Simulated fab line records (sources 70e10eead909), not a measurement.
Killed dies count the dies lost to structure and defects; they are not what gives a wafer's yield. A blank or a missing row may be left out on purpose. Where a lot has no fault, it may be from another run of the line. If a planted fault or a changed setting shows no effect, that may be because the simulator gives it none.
Chamber matching -- flow nand-harc -- NHARC_A_STAIRCASE_DESCUM_312 on rie-diel-04 has 4 sister chambers
The step chemistry O2, time 3 s. 18 wafers are shown with their chamber, then 9 later ones without.

== WAFERS PAIRED WITH THEIR CHAMBERS ==
wafer,chamber,showerhead-plenum-p-Torr (Torr),drypump-motor-current-A (A),rf-vpp-V (V)
L078.2,3,1.77,6.2,58.1
L078.5,0,1.86,5.7,58.0
L078.6,1,1.79,5.7,55.5
L077.1,0,1.87,5.7,57.2
L077.2,1,1.79,5.7,55.8
L077.5,2,2.07,6.0,57.5
L079.1,2,2.07,6.0,59.5
L079.5,3,1.77,6.2,57.1
L079.6,2,2.07,6.0,58.2
L088.1,2,2.06,5.9,59.0
L088.3,0,1.86,5.7,58.0
L088.4,3,1.76,6.2,58.2
L089.1,2,2.06,5.9,59.5
L089.3,3,1.76,6.3,57.1
L089.4,0,1.86,5.7,56.0
L092.1,0,1.85,5.7,57.6
L092.2,1,1.78,5.7,56.6
L092.5,2,2.06,5.9,58.7

SIGNATURES, as means of the wafers listed above
reading,chamber 0,chamber 1,chamber 2,chamber 3,scatter within a chamber
showerhead-plenum-p-Torr,1.8600,1.7867,2.0650,1.7650,0.00607
drypump-motor-current-A,5.700,5.700,5.950,6.225,0.0401
rf-vpp-V,57.360,55.967,58.733,57.625,0.735
Rule: a wafer lies at a distance from a chamber equal to the root of the sum of squares, over the readings, of (its reading less the chamber's mean, divided by the reading's scatter). The wafer belongs to the nearest chamber; if the next one is less than 2 further off, it can't be placed. How the scatter is found: for the shown wafers, subtract from each reading the mean of its chamber, square and add these, divide the total by (wafers less chambers), then take the root.

== WAFERS MISSING THEIR CHAMBER ==
wafer,showerhead-plenum-p-Torr (Torr),drypump-motor-current-A (A),rf-vpp-V (V)
L094.1,2.07,6.2,58.7
L094.2,1.85,5.7,55.9
L094.5,2.07,6.2,58.1
L096.2,1.78,5.7,57.6
L096.3,2.07,6.2,57.7
L096.4,2.05,5.9,59.2
L097.1,2.07,6.2,57.9
L097.3,1.78,5.7,58.2
L097.6,2.07,6.2,58.8

== WHICH CHAMBER EACH ONE RAN IN ==
wafer,from the rows above,in truth
L094.1,2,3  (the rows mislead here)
L094.2,0,0
L094.5,2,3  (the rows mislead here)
L096.2,1,1
L096.3,2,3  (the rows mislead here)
L096.4,2,2
L097.1,2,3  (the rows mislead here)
L097.3,1,1
L097.6,2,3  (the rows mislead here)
Correct placement for 4 of the 9. Not placeable from these rows: 0. Placed wrongly: 5.
